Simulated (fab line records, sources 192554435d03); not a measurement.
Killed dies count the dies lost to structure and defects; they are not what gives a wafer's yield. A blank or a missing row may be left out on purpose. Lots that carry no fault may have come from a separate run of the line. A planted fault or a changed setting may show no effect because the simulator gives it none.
What tool caused it? | flow n5 finfet | 24 lots with 72 wafers sampled at 4 steps, on a route of 1938 steps

== WHAT THE GAUGES SHOWED, per wafer ==
N5_BEOL_M4_INSPECT_59: inspects for defects (darkfield). Usual: raw defect count 74, standard deviation 26.
lot  | measured     | on                | raw defect count | flag
L076 | day 12 00:53 | defect inspect-01 | 70 49 49         |
L074 | day 12 06:57 | defect inspect-01 | 76 77 56         |
L075 | day 12 09:54 | defect inspect-02 | 47 60 41         |
L077 | day 12 12:31 | defect inspect-01 | 65 82 86         |
L078 | day 12 14:15 | defect inspect-02 | 35 56 38         |
L079 | day 12 17:20 | defect inspect-01 | 94 91 141        |
L081 | day 13 10:32 | defect inspect-02 | 61 48 75         |
L080 | day 13 17:16 | defect inspect-02 | 85 59 57         |
L082 | day 13 18:58 | defect inspect-01 | 137 61 67        |
L083 | day 13 21:56 | defect inspect-02 | 48 48 48         |
L085 | day 14 05:09 | defect inspect-01 | 77 70 44         |
L084 | day 14 11:04 | defect inspect-01 | 73 86 95         |
L086 | day 14 14:44 | defect inspect-02 | 65 69 56         |
L089 | day 15 08:52 | defect inspect-02 | 82 66 60         |
L091 | day 15 12:26 | defect inspect-01 | 129 89 101       |
L088 | day 15 13:43 | defect inspect-01 | 78 68 62         |
L087 | day 15 17:24 | defect inspect-02 | 74 45 59         |
L090 | day 15 22:04 | defect inspect-02 | 105 66 80        |
L092 | day 16 00:01 | defect inspect-01 | 87 73 90         |
L093 | day 16 17:50 | defect inspect-02 | 49 96 93         |
L094 | day 17 01:39 | defect inspect-02 | 59 46 53         |
L095 | day 17 01:51 | defect inspect-01 | 59 62 48         |
L096 | day 17 05:04 | defect inspect-01 | 91 98 99         |
L097 | day 17 18:15 | defect inspect-02 | 40 59 56         |

N5_BEOL_M5_OVL_MEAS_12. Usual: M5_OVL typically reads 0.0 nm, with standard deviation 0.66.
lot  | measured     | on         | M5_OVL (nm)    | flag
L076 | day 12 05:10 | overlay-02 | -0.8 0.6 0.0   |
L074 | day 12 09:19 | overlay-02 | -0.7 -0.8 0.1  |
L075 | day 12 13:09 | overlay-02 | -0.6 -0.6 -0.4 |
L077 | day 12 17:30 | overlay-01 | 1.2 0.2 1.0    |
L078 | day 12 17:41 | overlay-02 | 0.5 -0.3 -0.3  |
L079 | day 12 20:02 | overlay-01 | -0.2 0.0 -0.9  |
L081 | day 13 13:49 | overlay-01 | 0.7 0.8 1.0    |
L080 | day 13 20:14 | overlay-02 | -0.2 -0.6 -0.1 |
L082 | day 14 00:04 | overlay-02 | 0.2 -0.2 -0.2  |
L083 | day 14 00:52 | overlay-01 | -1.5 -0.8 0.2  |
L085 | day 14 08:01 | overlay-02 | -1.1 -0.7 -0.8 |
L084 | day 14 15:00 | overlay-01 | 0.3 1.0 0.7    |
L086 | day 14 18:23 | overlay-01 | 0.2 -0.4 -0.2  |
L089 | day 15 11:39 | overlay-01 | 0.2 -0.4 -0.2  |
L091 | day 15 14:44 | overlay-02 | 0.0 0.4 0.1    |
L088 | day 15 18:04 | overlay-02 | -0.3 -0.8 -0.2 |
L087 | day 15 23:11 | overlay-02 | 1.6 0.4 0.4    |
L090 | day 16 02:17 | overlay-01 | 0.5 -0.5 -0.4  |
L092 | day 16 02:49 | overlay-01 | 0.9 1.1 0.8    |
L093 | day 16 21:01 | overlay-02 | -0.6 0.9 -1.3  |
L094 | day 17 05:57 | overlay-02 | -0.4 -0.4 0.5  |
L095 | day 17 05:59 | overlay-01 | 1.3 0.4 -0.4   |
L096 | day 17 07:55 | overlay-01 | 1.1 0.9 -0.2   |
L097 | day 17 22:00 | overlay-01 | 1.2 0.3 0.9    |

== TOOL THAT RAN EACH LOT (tool first, then ch and the chambers of the sampled wafers, then the start) ==
lot  | N5_BEOL_M4_ANNEAL_93         | N5_BEOL_M4_ANNEAL_95
L076 | pvd sputter-01, day 11 23:26 | pvd sputter-01, day 11 23:39
L074 | pvd sputter-03, day 12 05:31 | pvd sputter-03, day 12 05:44
L075 | pvd sputter-02, day 12 08:10 | pvd sputter-02, day 12 08:23
L077 | pvd sputter-02, day 12 11:04 | pvd sputter-02, day 12 11:17
L078 | pvd sputter-01, day 12 12:49 | pvd sputter-01, day 12 13:02
L079 | pvd sputter-03, day 12 15:52 | pvd sputter-03, day 12 16:05
L081 | pvd sputter-02, day 13 09:07 | pvd sputter-02, day 13 09:20
L080 | pvd sputter-03, day 13 15:44 | pvd sputter-03, day 13 15:58
L082 | pvd sputter-01, day 13 17:25 | pvd sputter-01, day 13 17:38
L083 | pvd sputter-02, day 13 20:14 | pvd sputter-02, day 13 20:27
L085 | pvd sputter-02, day 14 03:10 | pvd sputter-02, day 14 03:23
L084 | pvd sputter-02, day 14 09:09 | pvd sputter-02, day 14 09:22
L086 | pvd sputter-01, day 14 13:17 | pvd sputter-01, day 14 13:31
L089 | pvd sputter-01, day 15 07:20 | pvd sputter-01, day 15 07:34
L091 | pvd sputter-03, day 15 10:41 | pvd sputter-03, day 15 10:54
L088 | pvd sputter-01, day 15 12:11 | pvd sputter-01, day 15 12:24
L087 | pvd sputter-01, day 15 15:53 | pvd sputter-01, day 15 16:06
L090 | pvd sputter-02, day 15 20:22 | pvd sputter-02, day 15 20:35
L092 | pvd sputter-01, day 15 22:13 | pvd sputter-01, day 15 22:26
L093 | pvd sputter-01, day 16 16:20 | pvd sputter-01, day 16 16:34
L094 | pvd sputter-01, day 17 00:13 | pvd sputter-01, day 17 00:26
L095 | pvd sputter-03, day 17 00:25 | pvd sputter-03, day 17 00:38
L096 | pvd sputter-03, day 17 03:35 | pvd sputter-03, day 17 03:49
L097 | pvd sputter-01, day 17 16:47 | pvd sputter-01, day 17 17:00
- N5_BEOL_M4_ANNEAL_93: time 240 s.
- N5_BEOL_M4_ANNEAL_95: time 240 s.

== WHAT THE TOOLS THEMSELVES READ (means of the sampled wafers that have a number; where no wafer has one, the mark that the record gives instead) ==
N5_BEOL_M4_ANNEAL_93. Usual: heater power w 810 W, standard deviation 110.
lot  | tool           | heater power w (W) | flag
L076 | pvd sputter-01 | 814                |
L074 | pvd sputter-03 | 915                |
L075 | pvd sputter-02 | 814                |
L077 | pvd sputter-02 | 861                |
L078 | pvd sputter-01 | 763                |
L079 | pvd sputter-03 | 873                |
L081 | pvd sputter-02 | 750                |
L080 | pvd sputter-03 | 810                |
L082 | pvd sputter-01 | 741                |
L083 | pvd sputter-02 | 831                |
L085 | pvd sputter-02 | 833                |
L084 | pvd sputter-02 | 820                |
L086 | pvd sputter-01 | 781                |
L089 | pvd sputter-01 | 768                |
L091 | pvd sputter-03 | 875                |
L088 | pvd sputter-01 | 828                |
L087 | pvd sputter-01 | 732                |
L090 | pvd sputter-02 | 766                |
L092 | pvd sputter-01 | 757                |
L093 | pvd sputter-01 | 763                |
L094 | pvd sputter-01 | 837                |
L095 | pvd sputter-03 | 906                |
L096 | pvd sputter-03 | 794                |
L097 | pvd sputter-01 | 813                |

N5_BEOL_M4_ANNEAL_95. Usual: heater power w 811 W, standard deviation 110.
lot  | tool           | heater power w (W) | flag
L076 | pvd sputter-01 | 822                |
L074 | pvd sputter-03 | 914                |
L075 | pvd sputter-02 | 824                |
L077 | pvd sputter-02 | 874                |
L078 | pvd sputter-01 | 763                |
L079 | pvd sputter-03 | 895                |
L081 | pvd sputter-02 | 737                |
L080 | pvd sputter-03 | 802                |
L082 | pvd sputter-01 | 737                |
L083 | pvd sputter-02 | 829                |
L085 | pvd sputter-02 | 826                |
L084 | pvd sputter-02 | 831                |
L086 | pvd sputter-01 | 773                |
L089 | pvd sputter-01 | 776                |
L091 | pvd sputter-03 | 873                |
L088 | pvd sputter-01 | 815                |
L087 | pvd sputter-01 | 736                |
L090 | pvd sputter-02 | 775                |
L092 | pvd sputter-01 | 749                |
L093 | pvd sputter-01 | 774                |
L094 | pvd sputter-01 | 815                |
L095 | pvd sputter-03 | 900                |
L096 | pvd sputter-03 | 795                |
L097 | pvd sputter-01 | 816                |

== THE ANSWER, worked out from the rows above alone ==
Rule: take the mean of a lot's wafers that have a number; if it is more than 3 standard deviations from the usual mean, the lot is off. A lot without any number at a reading at which 4 lots or more have one is off too. Where the step has rows for the other lots, those lots are counted as sound. First the gauges in route order, then the tools' own readings, where a lot's mean is used as printed above. At the first step where some lot is off, the reading lying furthest off is the one used; lots without a number count as furthest.
Nothing can be told from this: no lot is off at any reading shown.

== WHAT THE SIMULATOR PUT IN ==
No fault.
